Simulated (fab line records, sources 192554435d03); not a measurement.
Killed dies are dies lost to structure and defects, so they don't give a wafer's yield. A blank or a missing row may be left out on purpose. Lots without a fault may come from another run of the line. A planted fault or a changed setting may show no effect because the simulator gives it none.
A struck lot beside a sound one | flow n5_finfet | 14 steps out of a route of 1938
Sound: wafers L803.1, L803.3, L803.5. Struck: wafers L801.1, L801.3, L801.6. The cause comes at the end.
At each step with rows: each side's tool, then ch and its chambers, then its first start. Under that, the readings that differ: sound wafers | struck wafers | difference of the means | sigmas: that difference in standard deviations of wafers without a fault.
alike: readings whose means differ by less than 2 such deviations, and words and numbers that are the same on both sides. not compared: withheld readings, readings that some wafer has no value for, bounds like >300 that may hide the same value, and numbers for which the record gives no deviation and whose values overlap.
The two part at a step that has a row with sigmas, a row that says differs or no value, or rows on one side only. Numbers that don't overlap but have no deviation are shown without sigmas and don't part them. A reading that every wafer of one side lacks parts them only if that side has two wafers or more.

N5_BEOL_M4_ILD_DEP_00: deposits SiOC from DEMS/O2, target thk 79 nm, time 15.3 s.
  sound on pecvd-03 ch 1,2, day 12 13:56; struck on pecvd-04 ch 0,1,2, day 11 14:02
  alike: heater_power_w, showerhead_plenum_p_Torr, throttle_valve_pct
N5_BEOL_M4_THK_MEAS_01:
  sound on film_metro-02, day 12 14:00; struck on film_metro-01, day 11 14:07
  alike: M4_ILD_THK
N5_BEOL_M4_PECVD_72: deposits SiO2 from TEOS/O2, target thk 16 nm, time 18 s.
  sound on pecvd-04 ch 0,1,2, day 12 14:02; struck on pecvd-03 ch 0,1,2, day 11 14:09
  alike: heater_power_w, showerhead_plenum_p_Torr, throttle_valve_pct
N5_BEOL_M4_HM_DEP_02: deposits TiN, target thk 20 nm.
  sound on pvd_sputter-02, day 12 14:52; struck on pvd_sputter-02, day 11 14:51
  alike: throttle_valve_pct
then, 8 steps without rows for these wafers: N5_BEOL_M4_COAT_61 (time 60 s, resist thk 60 nm); N5_BEOL_M4_COAT_62 (time 60 s, resist thk 12 nm); N5_BEOL_M4_COAT_73 (time 60 s, resist thk 5 nm); N5_BEOL_M4_COAT_05 (resist thk 30 nm); N5_BEOL_M4_EBR_07; N5_BEOL_M4_SOFTBAKE_06 (time 60 s); N5_BEOL_M4_EXPOSE_08 (exposes mask M4); N5_BEOL_M4_PEB_09 (peb time 60 s).
N5_BEOL_M4_DEVELOP_10: develop time 30 s.
  sound on litho_track-04 ch 0, day 12 15:13; struck on litho_track-05, day 11 15:11
  no value came back on the struck wafers for chill_plate_temp_C (C), develop_time_s (s); on the sound wafers chill_plate_temp_C (C) reads 23.09 23.08 23.14
  reading                                      | sound          | struck   | difference | sigmas
  model.CAR-EUV_of_BEOL_M4_COAT_05.thk_nm (nm) | 29.6 29.6 29.6 | 30 30 30 | +0         |
N5_BEOL_M4_CD_MEAS_11: target cd 16.79 nm.
  sound on cd_sem-03 ch 0, day 12 15:16; struck on cd_sem-01 ch 0, day 11 15:15
  reading    | sound             | struck | difference                    | sigmas
  cd_nm (nm) | 17.58 17.34 17.46 | - - -  | no value on the struck wafers |

WHERE THEY PART
First at N5_BEOL_M4_DEVELOP_10; last, within this record, at N5_BEOL_M4_CD_MEAS_11.

WHY: what the simulator had put in
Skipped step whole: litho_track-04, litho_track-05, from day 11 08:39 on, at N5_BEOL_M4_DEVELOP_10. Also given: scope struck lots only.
